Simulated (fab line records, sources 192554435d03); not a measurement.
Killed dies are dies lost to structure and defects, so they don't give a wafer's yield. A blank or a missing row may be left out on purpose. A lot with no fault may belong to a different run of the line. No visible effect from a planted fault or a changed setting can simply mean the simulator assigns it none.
Which tool was responsible? :: flow n5 finfet :: Sampling: 8 lots, 24 wafers, 5 of 1938 route steps

## WHAT THE GAUGES SHOWED, per wafer
N5_BEOL_M4_RC_MEAS_101. Usual: DIBL_N 36.3 mV/V, standard deviation 1.2; DIBL_P 36.1 mV/V, standard deviation 1.6; IOFF_N 0.161 nA/um, standard deviation 0.023; IOFF_P 0.209 nA/um, standard deviation 0.027; ION_N 676 uA/um, standard deviation 8.9; ION_P 462 uA/um, standard deviation 5.3; SS_N 71.5 mV/dec, standard deviation 0.51; SS_P 73.2 mV/dec, standard deviation 0.5; VT_N 249.1 mV, standard deviation 2.5; VT_P -249.9 mV, standard deviation 2.8.
lot: L473
measured: day 7 12:20
on: prober-02
DIBL_N (mV/V): 36.5 35.7 34.8
DIBL_P (mV/V): 36.8 35.0 33.1
IOFF_N (nA/um): 0.164 0.142 0.129
IOFF_P (nA/um): 0.203 0.183 0.157
ION_N (uA/um): 671 672 667
ION_P (uA/um): 460 457 451
SS_N (mV/dec): 71.8 70.8 71.7
SS_P (mV/dec): 72.7 73.3 73.5
VT_N (mV): 246.1 247.2 250.9
VT_P (mV): -251.8 -253.2 -255.5
flag: 

lot: L476
measured: day 8 14:11
on: prober-02
DIBL_N (mV/V): 35.7 34.9 34.4
DIBL_P (mV/V): 34.7 33.4 33.8
IOFF_N (nA/um): 0.146 0.125 0.125
IOFF_P (nA/um): 0.190 0.172 0.180
ION_N (uA/um): 672 666 667
ION_P (uA/um): 463 457 464
SS_N (mV/dec): 71.5 70.9 71.1
SS_P (mV/dec): 72.8 72.9 72.9
VT_N (mV): 252.3 252.6 252.0
VT_P (mV): -249.1 -253.1 -251.7
flag: 

lot: L477
measured: day 8 17:25
on: prober-02
DIBL_N (mV/V): 35.5 34.8 36.0
DIBL_P (mV/V): 34.7 33.8 35.1
IOFF_N (nA/um): 0.126 0.121 0.137
IOFF_P (nA/um): 0.169 0.164 0.182
ION_N (uA/um): 658 664 672
ION_P (uA/um): 450 457 459
SS_N (mV/dec): 70.6 69.9 70.4
SS_P (mV/dec): 72.4 72.7 72.3
VT_N (mV): 250.9 252.8 252.8
VT_P (mV): -255.3 -255.6 -254.5
flag: 

lot: L479
measured: day 9 12:39
on: prober-02
DIBL_N (mV/V): 36.5 37.4 37.1
DIBL_P (mV/V): 35.8 37.8 37.4
IOFF_N (nA/um): 0.158 0.188 0.198
IOFF_P (nA/um): 0.203 0.239 0.240
ION_N (uA/um): 669 675 683
ION_P (uA/um): 459 459 466
SS_N (mV/dec): 71.6 71.5 71.6
SS_P (mV/dec): 73.5 73.4 74.4
VT_N (mV): 249.0 248.5 248.4
VT_P (mV): -249.5 -247.8 -247.9
flag: 

lot: L483
measured: day 10 10:28
on: prober-01
DIBL_N (mV/V): 36.6 36.6 36.2
DIBL_P (mV/V): 36.6 37.1 36.4
IOFF_N (nA/um): 0.164 0.165 0.150
IOFF_P (nA/um): 0.206 0.209 0.196
ION_N (uA/um): 684 687 673
ION_P (uA/um): 463 465 457
SS_N (mV/dec): 71.7 71.4 70.7
SS_P (mV/dec): 72.9 73.7 73.0
VT_N (mV): 246.6 249.3 248.3
VT_P (mV): -249.0 -247.0 -250.7
flag: 

lot: L493
measured: day 12 14:43
on: prober-02
DIBL_N (mV/V): 36.8 38.2 37.9
DIBL_P (mV/V): 37.2 37.8 37.5
IOFF_N (nA/um): 0.177 0.200 0.186
IOFF_P (nA/um): 0.220 0.232 0.225
ION_N (uA/um): 679 688 680
ION_P (uA/um): 460 462 467
SS_N (mV/dec): 72.2 71.8 72.0
SS_P (mV/dec): 73.3 73.2 72.1
VT_N (mV): 249.4 247.3 247.4
VT_P (mV): -250.5 -247.2 -249.5
flag: 

lot: L495
measured: day 13 06:17
on: prober-01
DIBL_N (mV/V): 35.6 36.1 36.0
DIBL_P (mV/V): 36.5 37.8 37.2
IOFF_N (nA/um): 0.161 0.182 0.166
IOFF_P (nA/um): 0.215 0.238 0.222
ION_N (uA/um): 666 681 677
ION_P (uA/um): 461 461 462
SS_N (mV/dec): 71.9 71.8 72.7
SS_P (mV/dec): 73.0 73.9 73.7
VT_N (mV): 249.0 246.7 248.1
VT_P (mV): -250.2 -247.1 -251.9
flag: 

lot: L496
measured: day 13 22:22
on: prober-01
DIBL_N (mV/V): 37.1 36.0 35.0
DIBL_P (mV/V): 36.4 35.6 34.3
IOFF_N (nA/um): 0.166 0.143 0.132
IOFF_P (nA/um): 0.217 0.202 0.178
ION_N (uA/um): 679 674 662
ION_P (uA/um): 465 463 457
SS_N (mV/dec): 71.8 71.9 71.6
SS_P (mV/dec): 73.3 73.1 73.4
VT_N (mV): 250.1 250.6 251.1
VT_P (mV): -246.2 -248.4 -248.6
flag: 

## EACH LOT AND THE TOOL THAT RAN IT (in order: tool; ch and the chambers of the sampled wafers; start)
lot: L473
N5_BEOL_M0_SAQP_CUT_ETCH_46: rie diel-02 ch 0,1, day 5 12:52
N5_BEOL_M0_CUTY_DESCUM_61: rie diel-04 ch 0,1,3, day 5 16:24
N5_BEOL_M0_STRIP_104: rie diel-04 ch 0,2,3, day 5 17:26
N5_BEOL_M0_TRENCH_ETCH_107: rie diel-05 ch 0,2,3, day 5 19:10

lot: L476
N5_BEOL_M0_SAQP_CUT_ETCH_46: rie diel-06 ch 0,1, day 6 15:25
N5_BEOL_M0_CUTY_DESCUM_61: rie diel-01 ch 0,2, day 6 16:50
N5_BEOL_M0_STRIP_104: rie diel-05 ch 1,2,3, day 6 19:22
N5_BEOL_M0_TRENCH_ETCH_107: rie diel-01 ch 0,2, day 6 20:02

lot: L477
N5_BEOL_M0_SAQP_CUT_ETCH_46: rie diel-02 ch 0,2, day 6 16:28
N5_BEOL_M0_CUTY_DESCUM_61: rie diel-04 ch 0,1,3, day 6 18:07
N5_BEOL_M0_STRIP_104: rie diel-05 ch 0,1,2, day 6 19:25
N5_BEOL_M0_TRENCH_ETCH_107: rie diel-04 ch 2,3, day 6 20:07

lot: L479
N5_BEOL_M0_SAQP_CUT_ETCH_46: rie diel-03 ch 1,2,3, day 7 09:14
N5_BEOL_M0_CUTY_DESCUM_61: rie diel-04 ch 0,1,2, day 7 10:44
N5_BEOL_M0_STRIP_104: rie diel-05 ch 0,3, day 7 11:14
N5_BEOL_M0_TRENCH_ETCH_107: rie diel-04 ch 1,2,3, day 7 11:30

lot: L483
N5_BEOL_M0_SAQP_CUT_ETCH_46: rie diel-03 ch 2,3, day 8 02:49
N5_BEOL_M0_CUTY_DESCUM_61: rie diel-04 ch 1,2,3, day 8 04:28
N5_BEOL_M0_STRIP_104: rie diel-01 ch 0,2,3, day 8 07:11
N5_BEOL_M0_TRENCH_ETCH_107: rie diel-01 ch 0,2,3, day 8 07:48

lot: L493
N5_BEOL_M0_SAQP_CUT_ETCH_46: rie diel-06 ch 2,3, day 10 14:04
N5_BEOL_M0_CUTY_DESCUM_61: rie diel-01 ch 0,3, day 10 15:29
N5_BEOL_M0_STRIP_104: rie diel-05 ch 0,1,3, day 10 16:00
N5_BEOL_M0_TRENCH_ETCH_107: rie diel-01 ch 0,2,3, day 10 16:11

lot: L495
N5_BEOL_M0_SAQP_CUT_ETCH_46: rie diel-06 ch 0,1,2, day 11 04:35
N5_BEOL_M0_CUTY_DESCUM_61: rie diel-01 ch 0,1,3, day 11 06:10
N5_BEOL_M0_STRIP_104: rie diel-01 ch 0,1,2, day 11 07:19
N5_BEOL_M0_TRENCH_ETCH_107: rie diel-04 ch 2,3, day 11 07:31

lot: L496
N5_BEOL_M0_SAQP_CUT_ETCH_46: rie diel-06 ch 0,1, day 11 14:36
N5_BEOL_M0_CUTY_DESCUM_61: rie diel-04 ch 1,3, day 11 15:49
N5_BEOL_M0_STRIP_104: rie diel-01 ch 0,1,2, day 11 20:12
N5_BEOL_M0_TRENCH_ETCH_107: rie diel-04 ch 0,3, day 11 20:43
- N5_BEOL_M0_SAQP_CUT_ETCH_46: etches SOC in N2/H2, target depth 135 nm, overetch 27 nm, time 202.5 s.
- N5_BEOL_M0_CUTY_DESCUM_61: chemistry O2, time 7.9 s.
- N5_BEOL_M0_STRIP_104: strips in N2/H2.
- N5_BEOL_M0_TRENCH_ETCH_107: etches SiOC in C4F6/O2, target depth 32.8 nm, time 16.4 s.

## WHAT THE TOOLS THEMSELVES READ (means of the sampled wafers that have a number; where no wafer has one, the mark that the record gives instead)
N5_BEOL_M0_SAQP_CUT_ETCH_46. Usual: drypump motor current A 5.9 A, standard deviation 0.41; n2 flow sccm 199.9 sccm, standard deviation 0.6; rf vpp V 524.7 V, standard deviation 2.9; showerhead plenum p Torr 2.57 Torr, standard deviation 0.098; throttle valve pct 17.78 %, standard deviation 0.29.
lot: L473
tool: rie diel-02
drypump motor current A (A): 6.1
n2 flow sccm (sccm): 199.8
rf vpp V (V): 527.4
showerhead plenum p Torr (Torr): 2.69
throttle valve pct (%): 17.41
flag: 

lot: L476
tool: rie diel-06
drypump motor current A (A): 6.1
n2 flow sccm (sccm): 199.4
rf vpp V (V): 523.9
showerhead plenum p Torr (Torr): 2.54
throttle valve pct (%): 17.80
flag: 

lot: L477
tool: rie diel-02
drypump motor current A (A): 6.1
n2 flow sccm (sccm): 199.0
rf vpp V (V): 523.3
showerhead plenum p Torr (Torr): 2.52
throttle valve pct (%): 17.92
flag: 

lot: L479
tool: rie diel-03
drypump motor current A (A): 5.6
n2 flow sccm (sccm): 200.4
rf vpp V (V): 523.1
showerhead plenum p Torr (Torr): 2.54
throttle valve pct (%): 18.12
flag: 

lot: L483
tool: rie diel-03
drypump motor current A (A): 5.3
n2 flow sccm (sccm): 199.9
rf vpp V (V): 522.0
showerhead plenum p Torr (Torr): 2.47
throttle valve pct (%): 18.07
flag: 

lot: L493
tool: rie diel-06
drypump motor current A (A): 5.4
n2 flow sccm (sccm): 199.8
rf vpp V (V): 525.6
showerhead plenum p Torr (Torr): 2.60
throttle valve pct (%): 17.71
flag: 

lot: L495
tool: rie diel-06
drypump motor current A (A): 5.8
n2 flow sccm (sccm): 199.5
rf vpp V (V): 523.9
showerhead plenum p Torr (Torr): 2.55
throttle valve pct (%): 17.58
flag: 

lot: L496
tool: rie diel-06
drypump motor current A (A): 6.0
n2 flow sccm (sccm): 199.4
rf vpp V (V): 523.7
showerhead plenum p Torr (Torr): 2.53
throttle valve pct (%): 17.55
flag: 

N5_BEOL_M0_CUTY_DESCUM_61. Usual: drypump motor current A 6.0 A, standard deviation 0.5; oes product au 0.76 a.u., standard deviation 0.076; rf vpp V 243.2 V, standard deviation 1.3; showerhead plenum p Torr 2.09 Torr, standard deviation 0.068; throttle valve pct 20.39 %, standard deviation 0.24.
lot: L473
tool: rie diel-04
drypump motor current A (A): 6.0
oes product au (a.u.): 0.75
rf vpp V (V): 243.1
showerhead plenum p Torr (Torr): 2.09
throttle valve pct (%): 20.32
flag: 

lot: L476
tool: rie diel-01
drypump motor current A (A): 5.9
oes product au (a.u.): 0.83
rf vpp V (V): 243.7
showerhead plenum p Torr (Torr): 2.12
throttle valve pct (%): 20.59
flag: 

lot: L477
tool: rie diel-04
drypump motor current A (A): 6.0
oes product au (a.u.): 0.75
rf vpp V (V): 242.8
showerhead plenum p Torr (Torr): 2.09
throttle valve pct (%): 20.33
flag: 

lot: L479
tool: rie diel-04
drypump motor current A (A): 6.0
oes product au (a.u.): 0.72
rf vpp V (V): 243.4
showerhead plenum p Torr (Torr): 2.07
throttle valve pct (%): 20.36
flag: 

lot: L483
tool: rie diel-04
drypump motor current A (A): 5.7
oes product au (a.u.): 0.73
rf vpp V (V): 244.7
showerhead plenum p Torr (Torr): 2.13
throttle valve pct (%): 20.33
flag: 

lot: L493
tool: rie diel-01
drypump motor current A (A): 5.4
oes product au (a.u.): 0.80
rf vpp V (V): 242.8
showerhead plenum p Torr (Torr): 2.07
throttle valve pct (%): 20.64
flag: 

lot: L495
tool: rie diel-01
drypump motor current A (A): 5.7
oes product au (a.u.): 0.79
rf vpp V (V): 242.3
showerhead plenum p Torr (Torr): 2.07
throttle valve pct (%): 20.69
flag: 

lot: L496
tool: rie diel-04
drypump motor current A (A): 5.7
oes product au (a.u.): 0.71
rf vpp V (V): 244.1
showerhead plenum p Torr (Torr): 2.13
throttle valve pct (%): 20.38
flag: 

N5_BEOL_M0_STRIP_104. Usual: for drypump motor current A, 6.0 A with a standard deviation of 0.5; for n2 flow sccm, 199.9 sccm with a standard deviation of 0.54; for oes product au, 0.78 a.u. with a standard deviation of 0.078; for power w, 449.9 W with a standard deviation of 1.4; for rf vpp V, 59.1 V with a standard deviation of 1.7; for showerhead plenum p Torr, 2.54 Torr with a standard deviation of 0.082; for throttle valve pct, 23.5 % with a standard deviation of 0.31.
lot: L473
tool: rie diel-04
drypump motor current A (A): 6.0
n2 flow sccm (sccm): 200.1
oes product au (a.u.): 0.72
power w (W): 448.8
rf vpp V (V): 58.5
showerhead plenum p Torr (Torr): 2.55
throttle valve pct (%): 23.3
flag: 

lot: L476
tool: rie diel-05
drypump motor current A (A): 6.1
n2 flow sccm (sccm): 199.5
oes product au (a.u.): 0.76
power w (W): 451.1
rf vpp V (V): 58.1
showerhead plenum p Torr (Torr): 2.61
throttle valve pct (%): 23.4
flag: 

lot: L477
tool: rie diel-05
drypump motor current A (A): 6.2
n2 flow sccm (sccm): 200.4
oes product au (a.u.): 0.78
power w (W): 448.4
rf vpp V (V): 60.0
showerhead plenum p Torr (Torr): 2.54
throttle valve pct (%): 23.3
flag: 

lot: L479
tool: rie diel-05
drypump motor current A (A): 5.6
n2 flow sccm (sccm): 199.7
oes product au (a.u.): 0.81
power w (W): 450.4
rf vpp V (V): 58.7
showerhead plenum p Torr (Torr): 2.53
throttle valve pct (%): 23.2
flag: 

lot: L483
tool: rie diel-01
drypump motor current A (A): 5.7
n2 flow sccm (sccm): 199.6
oes product au (a.u.): 0.77
power w (W): 449.2
rf vpp V (V): 59.9
showerhead plenum p Torr (Torr): 2.50
throttle valve pct (%): 23.6
flag: 

lot: L493
tool: rie diel-05
drypump motor current A (A): 5.8
n2 flow sccm (sccm): 200.0
oes product au (a.u.): 0.84
power w (W): 485.0
rf vpp V (V): 61.1
showerhead plenum p Torr (Torr): 2.56
throttle valve pct (%): 23.3
flag: OFF

lot: L495
tool: rie diel-01
drypump motor current A (A): 6.3
n2 flow sccm (sccm): 199.4
oes product au (a.u.): 0.79
power w (W): 449.4
rf vpp V (V): 58.6
showerhead plenum p Torr (Torr): 2.54
throttle valve pct (%): 23.9
flag: 

lot: L496
tool: rie diel-01
drypump motor current A (A): 6.3
n2 flow sccm (sccm): 200.2
oes product au (a.u.): 0.79
power w (W): 450.0
rf vpp V (V): 57.9
showerhead plenum p Torr (Torr): 2.54
throttle valve pct (%): 24.0
flag: 

N5_BEOL_M0_TRENCH_ETCH_107. Usual: drypump motor current A 5.9 A, standard deviation 0.48; oes_f_703_au 0.78 a.u., standard deviation 0.074; oes product au 0.78 a.u., standard deviation 0.078; rf vpp V 665 V, standard deviation 5.3; showerhead plenum p Torr 2.87 Torr, standard deviation 0.088; throttle valve pct 20.84 %, standard deviation 0.25.
lot: L473
tool: rie diel-05
drypump motor current A (A): 5.9
oes_f_703_au (a.u.): 0.81
oes product au (a.u.): 0.82
rf vpp V (V): 667
showerhead plenum p Torr (Torr): 2.88
throttle valve pct (%): 20.80
flag: 

lot: L476
tool: rie diel-01
drypump motor current A (A): 5.8
oes_f_703_au (a.u.): 0.83
oes product au (a.u.): 0.83
rf vpp V (V): 666
showerhead plenum p Torr (Torr): 2.88
throttle valve pct (%): 21.08
flag: 

lot: L477
tool: rie diel-04
drypump motor current A (A): 5.7
oes_f_703_au (a.u.): 0.70
oes product au (a.u.): 0.70
rf vpp V (V): 660
showerhead plenum p Torr (Torr): 2.93
throttle valve pct (%): 20.64
flag: 

lot: L479
tool: rie diel-04
drypump motor current A (A): 5.7
oes_f_703_au (a.u.): 0.73
oes product au (a.u.): 0.73
rf vpp V (V): 663
showerhead plenum p Torr (Torr): 2.91
throttle valve pct (%): 20.80
flag: 

lot: L483
tool: rie diel-01
drypump motor current A (A): 5.7
oes_f_703_au (a.u.): 0.77
oes product au (a.u.): 0.76
rf vpp V (V): 664
showerhead plenum p Torr (Torr): 2.81
throttle valve pct (%): 20.99
flag: 

lot: L493
tool: rie diel-01
drypump motor current A (A): 5.7
oes_f_703_au (a.u.): 0.76
oes product au (a.u.): 0.75
rf vpp V (V): 664
showerhead plenum p Torr (Torr): 2.81
throttle valve pct (%): 21.02
flag: 

lot: L495
tool: rie diel-04
drypump motor current A (A): 5.7
oes_f_703_au (a.u.): 0.77
oes product au (a.u.): 0.77
rf vpp V (V): 663
showerhead plenum p Torr (Torr): 2.93
throttle valve pct (%): 20.62
flag: 

lot: L496
tool: rie diel-04
drypump motor current A (A): 6.0
oes_f_703_au (a.u.): 0.80
oes product au (a.u.): 0.80
rf vpp V (V): 669
showerhead plenum p Torr (Torr): 2.97
throttle valve pct (%): 20.58
flag: 

## THE ANSWER, worked out from the rows above alone
Rule: a lot is off if the mean of its wafers that have a number lies more than 3 standard deviations from the usual mean. A lot without any number at a reading at which 4 lots or more have one is off too. Any other lot the step has rows for is counted as sound. First the gauges in route order, then the tools' own readings, where a lot's mean is used as printed above. At the first step where some lot is off, the reading lying furthest off is the one used; lots without a number count as furthest.
Off: L493 (N5_BEOL_M0_STRIP_104, power w).
If a tool, at that step or one of the process steps before it, ran each lot that is off and ran no sound lot following the first of them, it fits. One fits: rie diel-05 at N5_BEOL_M0_STRIP_104. A fault onset in the window from L479 (day 7 11:14, its last sound lot) to L493 (day 10 16:00, its first lot off) fits.
The tool's own readings at N5_BEOL_M0_STRIP_104 bear it out: on the lots that are off they differ by more than 5 times the standard deviation of the sound lots' means. power w reads 485.0 W there against 449.6 W on the sound lots.

## WHAT WAS PUT IN BY THE SIMULATOR
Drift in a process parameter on rie diel-05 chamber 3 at N5_BEOL_M0_STRIP_104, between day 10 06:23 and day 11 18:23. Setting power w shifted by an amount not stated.
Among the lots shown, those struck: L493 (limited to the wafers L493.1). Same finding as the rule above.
